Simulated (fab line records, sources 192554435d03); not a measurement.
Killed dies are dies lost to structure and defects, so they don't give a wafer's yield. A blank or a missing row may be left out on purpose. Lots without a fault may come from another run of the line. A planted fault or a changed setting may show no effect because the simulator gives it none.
Chamber matching | flow n5_finfet | N5_MOL_CONTACT_COAG_DESCUM_45 on rie_diel-02: 4 sister chambers
The step chemistry O2, time 7 s. 24 wafers are shown with their chamber, then 12 later ones without.

WAFERS WITH THEIR CHAMBER
wafer  | chamber | showerhead_plenum_p_Torr (Torr) | drypump_motor_current_A (A) | throttle_valve_pct (%)
L074.3 | 3       | 2.08                            | 6.5                         | 20.20
L074.5 | 2       | 2.06                            | 5.6                         | 20.50
L074.6 | 3       | 2.08                            | 6.5                         | 20.19
L075.2 | 1       | 2.18                            | 5.9                         | 20.71
L075.5 | 1       | 2.19                            | 5.9                         | 20.70
L075.6 | 2       | 2.06                            | 5.6                         | 20.52
L076.1 | 3       | 2.08                            | 6.6                         | 20.22
L076.4 | 0       | 2.01                            | 6.1                         | 20.36
L076.6 | 3       | 2.08                            | 6.5                         | 20.20
L082.2 | 0       | 2.01                            | 6.1                         | 20.38
L082.3 | 3       | 2.08                            | 6.5                         | 20.22
L082.6 | 0       | 2.01                            | 6.1                         | 20.37
L084.1 | 1       | 2.18                            | 5.9                         | 20.29
L084.2 | 0       | 2.01                            | 6.1                         | 20.40
L084.5 | 0       | 2.01                            | 6.1                         | 20.38
L085.4 | 1       | 2.18                            | 5.9                         | 20.29
L085.5 | 0       | 2.00                            | 6.1                         | 20.40
L085.6 | 2       | 2.05                            | 5.6                         | 20.55
L087.1 | 2       | 2.05                            | 5.6                         | 20.56
L087.2 | 0       | 2.00                            | 6.2                         | 20.40
L087.3 | 1       | 2.18                            | 5.9                         | 20.31
L089.1 | 1       | 2.18                            | 5.9                         | 20.30
L089.3 | 2       | 2.05                            | 5.6                         | 20.55
L089.4 | 0       | 2.00                            | 6.1                         | 20.40

SIGNATURES (means of the wafers above)
reading                  | chamber 0 | chamber 1 | chamber 2 | chamber 3 | scatter within a chamber
showerhead_plenum_p_Torr | 2.0062    | 2.1817    | 2.0540    | 2.0800    | 0.00442
drypump_motor_current_A  | 6.112     | 5.900     | 5.600     | 6.520     | 0.0289
throttle_valve_pct       | 20.3863   | 20.4333   | 20.5360   | 20.2060   | 0.106
Rule: a wafer's distance from a chamber is the root of the sum, over the readings, of the square of ((its reading less the chamber's mean) divided by the reading's scatter). The wafer belongs to the nearest chamber; if the next one is less than 2 further off, it can't be placed. The scatter: the root of (the sum of the squares of (reading less its chamber's mean) over the shown wafers, divided by (wafers less chambers)).

WAFERS WITHOUT THEIR CHAMBER
wafer  | showerhead_plenum_p_Torr (Torr) | drypump_motor_current_A (A) | throttle_valve_pct (%)
L091.3 | 2.04                            | 5.6                         | 20.58
L091.4 | 2.00                            | 6.1                         | 20.41
L091.6 | 2.05                            | 5.6                         | 20.57
L094.1 | 2.07                            | 6.6                         | 20.25
L094.2 | 2.00                            | 6.1                         | 20.43
L094.3 | 2.17                            | 6.0                         | 20.33
L096.2 | 2.17                            | 5.9                         | 20.32
L096.3 | 1.99                            | 6.1                         | 20.43
L096.5 | 2.07                            | 6.6                         | 20.28
L097.2 | 2.07                            | 6.6                         | 20.25
L097.4 | 2.04                            | 5.6                         | 20.12
L097.5 | 2.17                            | 5.9                         | 20.34

WHICH CHAMBER EACH WENT THROUGH
wafer  | from the rows above | in truth
L091.3 | 2                   | 2
L091.4 | 0                   | 0
L091.6 | 2                   | 2
L094.1 | 3                   | 3
L094.2 | 0                   | 0
L094.3 | 1                   | 1
L096.2 | 1                   | 1
L096.3 | 0                   | 0
L096.5 | 3                   | 3
L097.2 | 3                   | 3
L097.4 | 2                   | 2
L097.5 | 1                   | 1
Placed correctly: 12 of 12. Can't be placed from these rows: 0. Placed wrongly: 0.
